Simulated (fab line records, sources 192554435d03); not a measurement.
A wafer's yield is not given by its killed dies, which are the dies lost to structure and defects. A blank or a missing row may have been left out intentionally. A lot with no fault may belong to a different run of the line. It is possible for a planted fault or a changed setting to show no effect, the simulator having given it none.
Matching of chambers | flow n5 finfet | N5_BEOL_M4_ETCH_63 on rie diel-03: 4 sister chambers
The step etches SiARC in CF4, target depth 15.6 nm, time 26 s. 8 wafers are shown with their chamber, then 10 later ones without.

## WAFERS WITH THEIR CHAMBER
wafer  | chamber | throttle valve pct (%) | drypump motor current A (A)
L077.5 | 3       | 16.01                  | 5.4
L080.2 | 3       | 16.01                  | 5.4
L088.4 | 1       | 15.40                  | 5.1
L089.2 | 1       | 15.41                  | 5.1
L089.4 | 2       | 15.12                  | 5.7
L089.6 | 0       | 15.88                  | 6.4
L091.1 | 0       | 15.90                  | 6.4
L091.3 | 2       | 15.10                  | 5.6

## WAFERS WITHOUT THEIR CHAMBER
wafer  | throttle valve pct (%) | drypump motor current A (A)
L091.6 | 15.53                  | 5.4
L092.2 | 15.54                  | 5.4
L092.4 | 15.91                  | 6.4
L092.5 | 15.11                  | 5.6
L096.2 | 15.12                  | 5.6
L096.3 | 15.55                  | 5.4
L096.5 | 15.12                  | 5.6
L097.1 | 15.56                  | 5.4
L097.2 | 15.92                  | 6.3
L097.3 | 15.44                  | 5.1

## WHICH CHAMBER EACH ONE RAN IN
wafer  | from the rows above | in truth
L091.6 | 1                   | 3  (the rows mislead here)
L092.2 | 1                   | 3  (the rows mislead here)
L092.4 | 0                   | 0
L092.5 | 2                   | 2
L096.2 | 2                   | 2
L096.3 | 1                   | 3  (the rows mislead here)
L096.5 | 2                   | 2
L097.1 | 1                   | 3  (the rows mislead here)
L097.2 | 0                   | 0
L097.3 | 1                   | 1
Correctly placed: 6 of 10. Number that these rows cannot place: 0. Wrongly placed: 4.
How it was worked out, from the rows above alone: a wafer's distance from a chamber is the root of the sum, over the readings, of the square of ((its reading less the chamber's mean) divided by the reading's scatter). The wafer belongs to the nearest chamber; if the next one is less than 2 further off, it can't be placed. Each chamber's mean is taken over the wafers shown for it. The scatter is the square root of a quotient: the sum, over the shown wafers, of each reading's squared deviation from its chamber's mean, divided by wafers minus chambers.
